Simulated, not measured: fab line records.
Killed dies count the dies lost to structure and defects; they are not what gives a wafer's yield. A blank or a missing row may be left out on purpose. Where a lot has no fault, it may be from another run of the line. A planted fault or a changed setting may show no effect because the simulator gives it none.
Comparing a struck lot with a sound one :: flow nand harc :: 15 out of 1159 route steps
Sound: wafers L728.1, L728.3, L728.6. Struck: wafers L729.3, L729.4, L729.6. The cause comes at the end.
For every step that has rows: the tool of each side, followed by ch and its chambers, followed by its first start. Under that, the readings that differ: sound wafers :: struck wafers :: difference of the means :: sigmas: that difference in standard deviations of wafers without a fault.
alike: same words and numbers on both sides, and readings whose means sit less than 2 such deviations apart. not compared: any withheld reading, any reading some wafer has no value for, any bound like >300 that may hide the same value, and any number with overlapping values for which the record gives no deviation.
Wherever a step has rows on one side only, a row that says differs or no value, or a row with sigmas, the two part there. When numbers do not overlap yet have no deviation, they are printed without sigmas and do not part them. Lack of a reading on every wafer of one side parts them only where that side has two or more wafers.

first, 4 steps without rows for these wafers: NHARC_P_CONTACT_EBR_08; NHARC_P_CONTACT_EXPOSE_09 (exposes mask P CA, target cd 90 nm); NHARC_P_CONTACT_PEB_10 (peb time 65 s); NHARC_P_CONTACT_DEVELOP_11 (develop time 35 s).
NHARC_P_CONTACT_CD_MEAS_12: target cd 90 nm.
  sound on cd sem-02 ch 0, day 8 21:06; struck on cd sem-02 ch 0, day 9 05:08
  alike: cd nm
NHARC_P_CONTACT_OVL_MEAS_13:
  struck on overlay-01, day 9 05:13; sound on overlay-02, day 8 21:11
  alike: overlay x nm, overlay y nm
NHARC_P_CONTACT_INSPECT_14:
  struck on defect inspect-02, day 9 05:15; sound on defect inspect-02, day 8 21:14
  alike: raw defect count
NHARC_P_CONTACT_DESCUM_17: chemistry O2, time 3 s.
  sound on rie diel-13 ch 1,2, day 8 21:17; struck on rie diel-04 ch 0,1, day 9 05:19
reading: drypump motor current A (A)
sound: 6.0 6.2 6.0
struck: 5.2 4.8 5.2
difference: -1.0
sigmas: -2
  alike: oes product au, rf vpp V, showerhead plenum p Torr, throttle valve pct
  not compared: rf hours counter h
NHARC_P_CONTACT_ETCH_35: etches the open film in CF4, target depth 39 nm, time 65 s.
  sound on rie diel-13 ch 2,3, day 8 21:23; struck on rie diel-04 ch 0,2, day 9 05:24
reading: drypump motor current A (A)
sound: 6.1 6.3 6.0
struck: 5.9 4.8 4.8
difference: -1.0
sigmas: -2

reading: oes product au (a.u.)
sound: 1.002 0.976 0.996
struck: 1.012 1.019 1.019
difference: +0.025
sigmas: +3
  alike: rf vpp V, showerhead plenum p Torr, throttle valve pct
  not compared: rf hours counter h
NHARC_P_CONTACT_ETCH_36: etches the open film in N2/H2, target depth 260 nm, time 406.25 s.
  sound: rie diel-13 ch 0,1,3; struck: rie diel-04 ch 0,1,2
  alike: drypump motor current A, oes product au, rf vpp V, showerhead plenum p Torr, throttle valve pct
  not compared: rf hours counter h
NHARC_P_CONTACT_ETCH_18: etches the open film in C4F8/O2/Ar, target depth 481 nm, time 240.5 s.
  sound: rie diel-13 ch 1,3; struck: rie diel-04 ch 1,2
  alike: oes product au, rf vpp V
  not compared: rf hours counter h
then, 1 step without rows for these wafers: NHARC_P_CONTACT_STRIP_37 (strips in C4F8/O2/Ar).
NHARC_P_CONTACT_ETCH_31: etches the open film in CH3F/O2, target depth 30 nm, time 85.7 s.
  sound on rie diel-13 ch 1,3, day 8 22:02; struck on rie diel-04 ch 0,2, day 9 06:04
reading: oes product au (a.u.)
sound: 0.988 0.971 0.984
struck: 0.682 0.687 0.683
difference: -0.297
sigmas: -21
  alike: drypump motor current A, rf vpp V, showerhead plenum p Torr, throttle valve pct
  not compared: rf hours counter h
NHARC_P_CONTACT_CD_MEAS_19:
  struck on cd sem-02, day 9 06:11; sound on cd sem-02, day 8 22:10
  alike: cd nm
-- the record jumps here: 14 days lie between the struck wafers' starts before and after (it left off in module P_CONTACT and takes up again in module END, whose first step shown is number 1159 of the route) --
NHARC_END_SORT_01:
  sound on prober-01 ch 0, day 22 21:04; struck on prober-01 ch 0, day 23 06:26
reading: killed at other
sound: 0 0 0
struck: 2 1 5
difference: +3
sigmas: +2
  alike: killed at array, killed at periphery, killed dies, killed open, killed short

## WHERE THEY PART
First at NHARC_P_CONTACT_DESCUM_17; last, within this record, at NHARC_END_SORT_01.

WHY: what the simulator had put in
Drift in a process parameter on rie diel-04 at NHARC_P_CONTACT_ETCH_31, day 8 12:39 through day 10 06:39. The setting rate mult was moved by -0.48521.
